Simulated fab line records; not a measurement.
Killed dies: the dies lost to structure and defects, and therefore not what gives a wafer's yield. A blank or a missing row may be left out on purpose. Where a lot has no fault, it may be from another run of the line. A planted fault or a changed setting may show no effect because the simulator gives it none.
A struck lot beside a sound one    flow n5-finfet    16 out of 1938 route steps
Sound: the wafers L560.1, L560.3, L560.4. The struck wafers were L546.1, L546.3, L546.6. The cause is named last.
Order at every step that has rows: each side's tool, ch and its chambers, its first start. Under that, the readings that differ: sound wafers    struck wafers    difference of the means    sigmas: that difference in standard deviations of wafers without a fault.
alike: a reading whose means differ by less than 2 such deviations, as well as words and numbers matching on both sides. not compared: withheld readings; readings where some wafer has no value; bounds like >300 that might hide an equal value; numbers whose values overlap and for which the record gives no deviation.
A row with sigmas, a row that says differs or no value, or rows on one side alone: a step with any of these is where the two part. Numbers that don't overlap but have no deviation are shown without sigmas and don't part them. Lack of a reading on every wafer of one side parts them only where that side has two or more wafers.

first, 9 steps without rows for these wafers: N5_BEOL_M3_SOFTBAKE_23 (time 60 s); N5_BEOL_M3_EXPOSE_25 (exposes mask V2, defocus 5 nm); N5_BEOL_M3_PEB_26 (peb time 60 s); N5_BEOL_M3_DEVELOP_27 (develop time 30 s); N5_BEOL_M3_DESCUM_33 (chemistry O2, time 7 s); N5_BEOL_M3_ETCH_77 (etches underlayer in N2/H2, target depth 6.5 nm, time 5.2 s); N5_BEOL_M3_ETCH_69 (etches SiARC in CF4, target depth 15.6 nm, time 26 s); N5_BEOL_M3_ALD_98 (deposits SiO2, target thk 2.5 nm, pulse time 1 s, co reactant pulse time 1 s); N5_BEOL_M3_ETCHBACK_99 (etches SiO2 in CHF3, target depth 5 nm, time 10.4 s).
N5_BEOL_M3_ETCH_70: etches SOC in N2/H2, target depth 80 nm, overetch 16 nm, time 120 s.
  sound on rie-diel-02 ch 1,2,3, day 12 01:34; struck on rie-diel-02 ch 0,3, day 8 11:01
  no value came back on the struck wafers for any of 9 readings (bias-w (W), chamber-pressure-mTorr (mTorr) and others); on the sound wafers bias-w (W) reads 150.1 149.5 149.9
reading                                          sound        struck    difference  sigmas
model.SiARC_of_BEOL_M3_COAT_68.thk-nm (nm)       6.2 6.6 6.6  12 12 12  +6          
model.underlayer_of_BEOL_M3_COAT_76.thk-nm (nm)  0 0 0        5 5 5     +5          
then, 2 steps without rows for these wafers: N5_BEOL_M3_STRIP_71 (strips in N2/H2); N5_BEOL_M3_STRIP_78 (strips in N2/H2).
N5_BEOL_M3_VIA_ETCH_34: etches the open film in C4F6/O2, target depth 69.4 nm, time 65.9 s.
  sound on rie-diel-02 ch 1,2,3, day 12 01:40; struck on rie-diel-02 ch 0,3, day 8 11:07
reading                sound           struck          difference  sigmas
oes-product-au (a.u.)  0.76 0.81 0.65  0.28 0.28 0.29  -0.46       -6
  alike: C4F6_flow_sccm, O2_flow_sccm, drypump-motor-current-A, rf-vpp-V, showerhead-plenum-p-Torr, throttle-valve-pct
  not compared: rf-hours-counter-h
then, 1 step without rows for these wafers: N5_BEOL_M3_STRIP_83 (strips in C4F6/O2).
N5_BEOL_M4_RC_MEAS_101:
  the record has rows for the sound wafers here (prober-01 ch 0, day 12 19:35) and none for the struck ones
-- a jump in the record: the struck wafers' starts before and after are 6 days apart (it breaks off in module BEOL_M4 and resumes in module PASSIVATION, where the first step shown is number 1936 of the route) --
N5_PASSIVATION_PROBE_49:
  the record has rows for the struck wafers here (prober-01, day 14 10:07) and none for the sound ones

WHERE THEY PART
Last at N5_PASSIVATION_PROBE_49 as far as this record goes, first at N5_BEOL_M3_ETCH_70.

WHY: what had been put in by the simulator
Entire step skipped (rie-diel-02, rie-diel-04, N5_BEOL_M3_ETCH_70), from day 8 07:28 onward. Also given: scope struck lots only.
